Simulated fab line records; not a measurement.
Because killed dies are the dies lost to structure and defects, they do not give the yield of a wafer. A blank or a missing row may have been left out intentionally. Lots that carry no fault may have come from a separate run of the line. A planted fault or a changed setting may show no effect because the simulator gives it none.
Which tool is to blame? / flow nand_harc / 36 wafers from 12 lots sampled at 5 of the route's 1302 steps

== WHAT EACH GAUGE READ, for each wafer ==
NHARC_A_CONTACT_INSPECT_71. Usual: raw_defect_count at 83, with a standard deviation of 42.
lot=L125; measured=day 21 21:38; on=defect_inspect-02; raw_defect_count=61 54 64; flag=
lot=L127; measured=day 23 02:15; on=defect_inspect-02; raw_defect_count=67 57 61; flag=
lot=L133; measured=day 25 07:55; on=defect_inspect-01; raw_defect_count=44 31 38; flag=
lot=L135; measured=day 26 00:40; on=defect_inspect-02; raw_defect_count=144 163 146; flag=
lot=L136; measured=day 26 20:26; on=defect_inspect-02; raw_defect_count=50 31 43; flag=
lot=L138; measured=day 27 11:05; on=defect_inspect-01; raw_defect_count=96 107 93; flag=
lot=L139; measured=day 27 12:07; on=defect_inspect-02; raw_defect_count=70 70 93; flag=
lot=L141; measured=day 29 08:07; on=defect_inspect-02; raw_defect_count=139 154 137; flag=
lot=L143; measured=day 29 12:44; on=defect_inspect-01; raw_defect_count=26 26 18; flag=
lot=L142; measured=day 29 18:14; on=defect_inspect-01; raw_defect_count=136 143 127; flag=
lot=L144; measured=day 29 22:35; on=defect_inspect-02; raw_defect_count=70 73 98; flag=
lot=L147; measured=day 31 09:14; on=defect_inspect-01; raw_defect_count=12 15 15; flag=

NHARC_END_SORT_01. Usual: killed_at_array 49, standard deviation 18; killed_at_other 0.7, standard deviation 1.1; killed_at_periphery 4.0, standard deviation 2.6; killed_dies 54, standard deviation 19; killed_open 3.4, standard deviation 1.7; killed_short 2.5, standard deviation 1.7.
lot=L125; measured=day 24 07:23; on=prober-02; killed_at_array=30 49 46; killed_at_other=1 0 1; killed_at_periphery=6 4 9; killed_dies=37 53 56; killed_open=2 4 4; killed_short=5 4 2; flag=
lot=L127; measured=day 25 14:17; on=prober-01; killed_at_array=46 46 39; killed_at_other=2 0 1; killed_at_periphery=0 3 3; killed_dies=48 49 43; killed_open=3 8 3; killed_short=2 1 6; flag=
lot=L133; measured=day 27 22:13; on=prober-01; killed_at_array=42 26 36; killed_at_other=3 1 1; killed_at_periphery=1 5 6; killed_dies=46 32 43; killed_open=1 3 5; killed_short=1 0 2; flag=
lot=L135; measured=day 28 12:16; on=prober-01; killed_at_array=64 90 66; killed_at_other=0 0 1; killed_at_periphery=6 4 6; killed_dies=70 94 73; killed_open=2 4 4; killed_short=0 2 1; flag=
lot=L136; measured=day 29 07:04; on=prober-02; killed_at_array=39 25 31; killed_at_other=0 0 0; killed_at_periphery=4 4 7; killed_dies=43 29 38; killed_open=4 4 3; killed_short=6 1 5; flag=
lot=L138; measured=day 29 21:17; on=prober-01; killed_at_array=59 53 64; killed_at_other=1 1 2; killed_at_periphery=5 3 7; killed_dies=65 57 73; killed_open=3 3 4; killed_short=3 1 1; flag=
lot=L139; measured=day 29 22:02; on=prober-02; killed_at_array=50 50 57; killed_at_other=1 0 0; killed_at_periphery=0 5 7; killed_dies=51 55 64; killed_open=5 3 4; killed_short=1 2 1; flag=
lot=L141; measured=day 31 15:49; on=prober-01; killed_at_array=672 670 674; killed_at_other=0 1 1; killed_at_periphery=5 6 2; killed_dies=677 677 677; killed_open=5 6 2; killed_short=5 3 4; flag=OFF
lot=L143; measured=day 31 23:41; on=prober-01; killed_at_array=676 673 675; killed_at_other=0 0 0; killed_at_periphery=1 4 2; killed_dies=677 677 677; killed_open=0 4 3; killed_short=2 3 1; flag=OFF
lot=L142; measured=day 32 08:43; on=prober-01; killed_at_array=675 670 673; killed_at_other=0 0 0; killed_at_periphery=2 7 4; killed_dies=677 677 677; killed_open=2 2 4; killed_short=1 1 0; flag=OFF
lot=L144; measured=day 32 16:32; on=prober-01; killed_at_array=40 46 63; killed_at_other=2 0 0; killed_at_periphery=0 0 2; killed_dies=42 46 65; killed_open=2 1 4; killed_short=3 4 2; flag=
lot=L147; measured=day 34 00:10; on=prober-01; killed_at_array=16 21 32; killed_at_other=1 0 0; killed_at_periphery=5 4 5; killed_dies=22 25 37; killed_open=4 3 5; killed_short=3 2 7; flag=

== TOOL THAT RAN EACH LOT (tool first, then ch and the chambers of the sampled wafers, then the start) ==
lot=L125; NHARC_A_CONTACT_ETCH_77=rie_diel-03 ch 0,1,2, day 21 23:42 or earlier; NHARC_A_CONTACT_ETCH_125=har_cap_etch-03 ch 0,1, day 21 23:42; NHARC_A_CONTACT_ETCH_126=har_cap_etch-03 ch 0,1, day 21 23:53
lot=L127; NHARC_A_CONTACT_ETCH_77=rie_diel-03 ch 0,3, day 23 04:02 or earlier; NHARC_A_CONTACT_ETCH_125=har_cap_etch-03 ch 0,1, day 23 04:02; NHARC_A_CONTACT_ETCH_126=har_cap_etch-03 ch 0,1, day 23 04:13
lot=L133; NHARC_A_CONTACT_ETCH_77=rie_diel-08 ch 0,1,2, day 25 09:44 or earlier; NHARC_A_CONTACT_ETCH_125=har_cap_etch-02 ch 0,1, day 25 09:44; NHARC_A_CONTACT_ETCH_126=har_cap_etch-02 ch 0,1, day 25 09:54
lot=L135; NHARC_A_CONTACT_ETCH_77=rie_diel-08 ch 0,2,3, day 26 02:31 or earlier; NHARC_A_CONTACT_ETCH_125=har_cap_etch-02 ch 0,1, day 26 02:31; NHARC_A_CONTACT_ETCH_126=har_cap_etch-02 ch 0,1, day 26 02:41
lot=L136; NHARC_A_CONTACT_ETCH_77=rie_diel-12 ch 1,3, day 26 22:14 or earlier; NHARC_A_CONTACT_ETCH_125=har_cap_etch-03 ch 0,1, day 26 22:14; NHARC_A_CONTACT_ETCH_126=har_cap_etch-03 ch 0,1, day 26 22:24
lot=L138; NHARC_A_CONTACT_ETCH_77=rie_diel-12 ch 0,1,3, day 27 13:11 or earlier; NHARC_A_CONTACT_ETCH_125=har_cap_etch-03 ch 0,1, day 27 13:11; NHARC_A_CONTACT_ETCH_126=har_cap_etch-03 ch 0,1, day 27 13:22
lot=L139; NHARC_A_CONTACT_ETCH_77=rie_diel-08 ch 0,1, day 27 14:17 or earlier; NHARC_A_CONTACT_ETCH_125=har_cap_etch-02 ch 0,1, day 27 14:17; NHARC_A_CONTACT_ETCH_126=har_cap_etch-02 ch 0,1, day 27 14:27
lot=L141; NHARC_A_CONTACT_ETCH_77=rie_diel-08 ch 0,2,3, day 29 09:55 or earlier; NHARC_A_CONTACT_ETCH_125=har_cap_etch-02 ch 0,1, day 29 09:55; NHARC_A_CONTACT_ETCH_126=har_cap_etch-02 ch 0,1, day 29 10:05
lot=L143; NHARC_A_CONTACT_ETCH_77=rie_diel-12 ch 2,3, day 29 15:14 or earlier; NHARC_A_CONTACT_ETCH_125=har_cap_etch-01 ch 0,1, day 29 15:14; NHARC_A_CONTACT_ETCH_126=har_cap_etch-01 ch 0,1, day 29 15:24
lot=L142; NHARC_A_CONTACT_ETCH_77=rie_diel-12 ch 0,1,2, day 29 20:16 or earlier; NHARC_A_CONTACT_ETCH_125=har_cap_etch-02 ch 0,1, day 29 20:16; NHARC_A_CONTACT_ETCH_126=har_cap_etch-02 ch 0,1, day 29 20:27
lot=L144; NHARC_A_CONTACT_ETCH_77=rie_diel-03 ch 0,1, day 30 00:36 or earlier; NHARC_A_CONTACT_ETCH_125=har_cap_etch-03 ch 0,1, day 30 00:36; NHARC_A_CONTACT_ETCH_126=har_cap_etch-03 ch 0,1, day 30 00:47
lot=L147; NHARC_A_CONTACT_ETCH_77=rie_diel-12 ch 1,2,3, day 31 11:28 or earlier; NHARC_A_CONTACT_ETCH_125=har_cap_etch-02 ch 0,1, day 31 11:28; NHARC_A_CONTACT_ETCH_126=har_cap_etch-02 ch 0,1, day 31 11:38
- NHARC_A_CONTACT_ETCH_77: etches the open film in CF4/CHF3, target depth 108.9 nm, time 54.5 s.
- NHARC_A_CONTACT_ETCH_125: etches the open film in C4F8/O2/Ar, time 197 s, target depth 1918 nm.
- NHARC_A_CONTACT_ETCH_126: etches the open film in C4F8/O2/Ar, time 197 s, target depth 1918 nm.

== AS READ BY THE TOOLS THEMSELVES (means over the sampled wafers that have a number; for cases with no such wafer, the mark the record gives instead) ==
NHARC_A_CONTACT_ETCH_77. Usual: for bias_w, 199.9 W with a standard deviation of 0.5; for cf4_flow_sccm, 100.07 sccm with a standard deviation of 0.25; for drypump_motor_current_A, 5.6 A with a standard deviation of 0.34; for oes_product_au, 0.943 a.u. with a standard deviation of 0.021; for rf_vpp_V, 371.9 V with a standard deviation of 2.2; for showerhead_plenum_p_Torr, 1.61 Torr with a standard deviation of 0.059; for throttle_valve_pct, 16.802 % with a standard deviation of 0.0091.
lot=L125; tool=rie_diel-03; bias_w (W)=200.4; cf4_flow_sccm (sccm)=99.81; drypump_motor_current_A (A)=5.4; oes_product_au (a.u.)=0.937; rf_vpp_V (V)=369.1; showerhead_plenum_p_Torr (Torr)=1.53; throttle_valve_pct (%)=16.800; flag=
lot=L127; tool=rie_diel-03; bias_w (W)=200.6; cf4_flow_sccm (sccm)=100.05; drypump_motor_current_A (A)=5.4; oes_product_au (a.u.)=0.941; rf_vpp_V (V)=369.8; showerhead_plenum_p_Torr (Torr)=1.57; throttle_valve_pct (%)=16.814; flag=
lot=L133; tool=rie_diel-08; bias_w (W)=200.1; cf4_flow_sccm (sccm)=100.22; drypump_motor_current_A (A)=5.6; oes_product_au (a.u.)=0.966; rf_vpp_V (V)=371.1; showerhead_plenum_p_Torr (Torr)=1.58; throttle_valve_pct (%)=16.813; flag=
lot=L135; tool=rie_diel-08; bias_w (W)=200.5; cf4_flow_sccm (sccm)=99.95; drypump_motor_current_A (A)=5.4; oes_product_au (a.u.)=0.966; rf_vpp_V (V)=370.7; showerhead_plenum_p_Torr (Torr)=1.55; throttle_valve_pct (%)=16.800; flag=
lot=L136; tool=rie_diel-12; bias_w (W)=200.3; cf4_flow_sccm (sccm)=100.24; drypump_motor_current_A (A)=5.8; oes_product_au (a.u.)=0.920; rf_vpp_V (V)=371.6; showerhead_plenum_p_Torr (Torr)=1.61; throttle_valve_pct (%)=16.800; flag=
lot=L138; tool=rie_diel-12; bias_w (W)=200.0; cf4_flow_sccm (sccm)=99.90; drypump_motor_current_A (A)=5.7; oes_product_au (a.u.)=0.964; rf_vpp_V (V)=372.3; showerhead_plenum_p_Torr (Torr)=1.64; throttle_valve_pct (%)=16.802; flag=
lot=L139; tool=rie_diel-08; bias_w (W)=199.7; cf4_flow_sccm (sccm)=100.11; drypump_motor_current_A (A)=5.6; oes_product_au (a.u.)=0.924; rf_vpp_V (V)=372.7; showerhead_plenum_p_Torr (Torr)=1.63; throttle_valve_pct (%)=16.807; flag=
lot=L141; tool=rie_diel-08; bias_w (W)=199.6; cf4_flow_sccm (sccm)=100.02; drypump_motor_current_A (A)=5.4; oes_product_au (a.u.)=0.929; rf_vpp_V (V)=370.5; showerhead_plenum_p_Torr (Torr)=1.55; throttle_valve_pct (%)=16.797; flag=
lot=L143; tool=rie_diel-12; bias_w (W)=200.3; cf4_flow_sccm (sccm)=100.14; drypump_motor_current_A (A)=5.5; oes_product_au (a.u.)=0.930; rf_vpp_V (V)=373.4; showerhead_plenum_p_Torr (Torr)=1.64; throttle_valve_pct (%)=16.806; flag=
lot=L142; tool=rie_diel-12; bias_w (W)=199.8; cf4_flow_sccm (sccm)=100.06; drypump_motor_current_A (A)=5.8; oes_product_au (a.u.)=0.932; rf_vpp_V (V)=372.4; showerhead_plenum_p_Torr (Torr)=1.64; throttle_valve_pct (%)=16.806; flag=
lot=L144; tool=rie_diel-03; bias_w (W)=200.2; cf4_flow_sccm (sccm)=100.21; drypump_motor_current_A (A)=5.6; oes_product_au (a.u.)=0.973; rf_vpp_V (V)=368.3; showerhead_plenum_p_Torr (Torr)=1.52; throttle_valve_pct (%)=16.799; flag=
lot=L147; tool=rie_diel-12; bias_w (W)=199.9; cf4_flow_sccm (sccm)=100.06; drypump_motor_current_A (A)=5.7; oes_product_au (a.u.)=0.924; rf_vpp_V (V)=372.3; showerhead_plenum_p_Torr (Torr)=1.62; throttle_valve_pct (%)=16.800; flag=

NHARC_A_CONTACT_ETCH_125. Usual: chamber_pressure_mTorr 20.002 mTorr, standard deviation 0.021; oes_air_line_au 1.001 a.u., standard deviation 0.02.
lot=L125; tool=har_cap_etch-03; chamber_pressure_mTorr (mTorr)=20.015; oes_air_line_au (a.u.)=1.014; flag=
lot=L127; tool=har_cap_etch-03; chamber_pressure_mTorr (mTorr)=19.987; oes_air_line_au (a.u.)=0.977; flag=
lot=L133; tool=har_cap_etch-02; chamber_pressure_mTorr (mTorr)=20.012; oes_air_line_au (a.u.)=0.992; flag=
lot=L135; tool=har_cap_etch-02; chamber_pressure_mTorr (mTorr)=20.016; oes_air_line_au (a.u.)=0.997; flag=
lot=L136; tool=har_cap_etch-03; chamber_pressure_mTorr (mTorr)=20.003; oes_air_line_au (a.u.)=1.003; flag=
lot=L138; tool=har_cap_etch-03; chamber_pressure_mTorr (mTorr)=19.994; oes_air_line_au (a.u.)=0.989; flag=
lot=L139; tool=har_cap_etch-02; chamber_pressure_mTorr (mTorr)=20.008; oes_air_line_au (a.u.)=1.019; flag=
lot=L141; tool=har_cap_etch-02; chamber_pressure_mTorr (mTorr)=19.995; oes_air_line_au (a.u.)=0.995; flag=
lot=L143; tool=har_cap_etch-01; chamber_pressure_mTorr (mTorr)=19.980; oes_air_line_au (a.u.)=0.995; flag=
lot=L142; tool=har_cap_etch-02; chamber_pressure_mTorr (mTorr)=19.991; oes_air_line_au (a.u.)=0.975; flag=
lot=L144; tool=har_cap_etch-03; chamber_pressure_mTorr (mTorr)=20.001; oes_air_line_au (a.u.)=1.013; flag=
lot=L147; tool=har_cap_etch-02; chamber_pressure_mTorr (mTorr)=20.006; oes_air_line_au (a.u.)=1.004; flag=

NHARC_A_CONTACT_ETCH_126. Usual: chamber_pressure_mTorr 20.001 mTorr, standard deviation 0.02; oes_air_line_au 1.000 a.u., standard deviation 0.019.
lot=L125; tool=har_cap_etch-03; chamber_pressure_mTorr (mTorr)=20.016; oes_air_line_au (a.u.)=1.009; flag=
lot=L127; tool=har_cap_etch-03; chamber_pressure_mTorr (mTorr)=19.985; oes_air_line_au (a.u.)=0.993; flag=
lot=L133; tool=har_cap_etch-02; chamber_pressure_mTorr (mTorr)=20.016; oes_air_line_au (a.u.)=0.996; flag=
lot=L135; tool=har_cap_etch-02; chamber_pressure_mTorr (mTorr)=20.001; oes_air_line_au (a.u.)=1.016; flag=
lot=L136; tool=har_cap_etch-03; chamber_pressure_mTorr (mTorr)=19.991; oes_air_line_au (a.u.)=1.022; flag=
lot=L138; tool=har_cap_etch-03; chamber_pressure_mTorr (mTorr)=20.003; oes_air_line_au (a.u.)=0.998; flag=
lot=L139; tool=har_cap_etch-02; chamber_pressure_mTorr (mTorr)=19.991; oes_air_line_au (a.u.)=1.004; flag=
lot=L141; tool=har_cap_etch-02; chamber_pressure_mTorr (mTorr)=-; oes_air_line_au (a.u.)=-; flag=OFF
lot=L143; tool=har_cap_etch-01; chamber_pressure_mTorr (mTorr)=-; oes_air_line_au (a.u.)=-; flag=OFF
lot=L142; tool=har_cap_etch-02; chamber_pressure_mTorr (mTorr)=-; oes_air_line_au (a.u.)=-; flag=OFF
lot=L144; tool=har_cap_etch-03; chamber_pressure_mTorr (mTorr)=20.010; oes_air_line_au (a.u.)=0.988; flag=
lot=L147; tool=har_cap_etch-02; chamber_pressure_mTorr (mTorr)=19.994; oes_air_line_au (a.u.)=0.994; flag=

== THE ANSWER, worked out from the rows above alone ==
Rule: a lot counts as off when the mean over its wafers that have a number is more than 3 standard deviations away from the usual mean. Also off: a lot with no number at a reading for which 4 or more lots have one. Any other lot the step has rows for is counted as sound. The gauges are gone through in route order, then the tools' own readings, and for those a lot's mean is taken as printed above. At the first step where some lot is off, the reading lying furthest off is the one used; lots without a number count as furthest.
Off: L141, L143, L142 (NHARC_END_SORT_01, killed_at_array).
If a tool, at a process step before that reading, ran all the lots that are off and no sound lot after the first of them, it fits. The gauges at NHARC_END_SORT_01 aren't tried: what is off there is off at NHARC_A_CONTACT_ETCH_126 too, on other tools, and a gauge's error can't cause that. Because NHARC_A_CONTACT_ETCH_77 lacks a start for some lots, the hours and order of its lots are taken from NHARC_A_CONTACT_ETCH_125. Of those tried, none fits.

== WHAT THE SIMULATOR PUT IN ==
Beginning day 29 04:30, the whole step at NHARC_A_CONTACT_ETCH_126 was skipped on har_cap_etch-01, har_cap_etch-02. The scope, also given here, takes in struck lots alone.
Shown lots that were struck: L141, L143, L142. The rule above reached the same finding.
